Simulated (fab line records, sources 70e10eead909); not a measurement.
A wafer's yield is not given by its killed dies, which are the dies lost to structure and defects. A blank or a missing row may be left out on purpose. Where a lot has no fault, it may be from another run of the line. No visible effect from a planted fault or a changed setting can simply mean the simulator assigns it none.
A struck lot beside a sound one ; flow nand harc ; 16 steps out of a route of 1302
Sound: these wafers, L858.3, L858.5, L858.6. Wafers L873.3, L873.4, L873.5 were the ones struck. The cause comes at the end.
At each step with rows: each side's tool, then ch and its chambers, then its first start. Under that, the readings that differ: sound wafers ; struck wafers ; difference of the means ; sigmas: that difference in standard deviations of wafers without a fault.
alike: same words and numbers on both sides, and readings whose means sit less than 2 such deviations apart. not compared: any withheld reading, any reading some wafer has no value for, any bound like >300 that may hide the same value, and any number with overlapping values for which the record gives no deviation.
A row with sigmas, a row that says differs or no value, or rows on one side alone: a step with any of these is where the two part. Non-overlapping numbers with no deviation appear without sigmas and do not part them. A reading missing from all wafers of one side parts the sides only when that side holds two or more wafers.

first, 1 step without rows for these wafers: NHARC_P_GATE_HARDBAKE_47 (time 80 s).
NHARC_P_GATE_DESCUM_48: chemistry O2, time 3 s.
  sound on rie diel-07 ch 1,2,3, day 6 13:26; struck on rie diel-08 ch 1,2, day 12 08:30
  alike: drypump motor current A, oes product au, rf vpp V, showerhead plenum p Torr, throttle valve pct
  not compared: rf hours counter h
then, 1 step without rows for these wafers: NHARC_P_GATE_IMPLANT_49.
NHARC_P_GATE_STRIP_111: strips in N2/H2, time 250 s.
  sound on plasma asher-01 ch 0,1, day 6 13:56; struck on plasma asher-02 ch 0,1, day 12 08:58
  alike: drypump motor current A, heater power w
  not compared: rf hours counter h
NHARC_P_GATE_STRIP_75: strips in O2.
  sound on plasma asher-01 ch 0,1, day 6 14:07; struck on plasma asher-02 ch 0,1, day 12 09:12
  alike: drypump motor current A, heater power w
  not compared: rf hours counter h
then, 7 steps without rows for these wafers: NHARC_P_GATE_STRIP_50 (strips in SPM, time 900 s); NHARC_P_GATE_DEHYDRATE_51 (time 120 s); NHARC_P_GATE_HMDS_52 (time 30 s); NHARC_P_GATE_COAT_53; NHARC_P_GATE_SOFTBAKE_54 (time 95 s); NHARC_P_GATE_EBR_55; NHARC_P_GATE_EXPOSE_56 (exposes mask P PSD, target cd 720 nm).
NHARC_P_GATE_PEB_57: peb time 85 s.
  sound on litho track-02 ch 0, day 6 14:56; struck on litho track-02 ch 0, day 12 10:01
reading;sound;struck;difference;sigmas
heater power total W (W);163.68 164.32 164.04;151.05 151.33 151.35;-12.77;-44
plate temp C (C);117.79 117.76 117.82;111.22 111.14 111.22;-6.60;-44
then, 1 step without rows for these wafers: NHARC_P_GATE_DEVELOP_58 (time 70 s).
NHARC_P_GATE_CD_MEAS_59: the cd target is 720 nm.
  sound on cd sem-02 ch 0, day 6 15:01; struck on cd sem-02 ch 0, day 12 10:06
reading;sound;struck;difference;sigmas
cd nm (nm);721.5 723.7 720.7;705.4 704.9 706.8;-16.3;-8
then, 1 step without rows for these wafers: NHARC_P_GATE_HARDBAKE_60 (time 80 s).

## WHERE THEY PART
First at NHARC_P_GATE_PEB_57; last, within this record, at NHARC_P_GATE_CD_MEAS_59.

WHY: whatever the simulator had introduced
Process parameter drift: litho track-02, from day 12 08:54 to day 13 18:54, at NHARC_P_GATE_PEB_57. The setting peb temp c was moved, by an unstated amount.
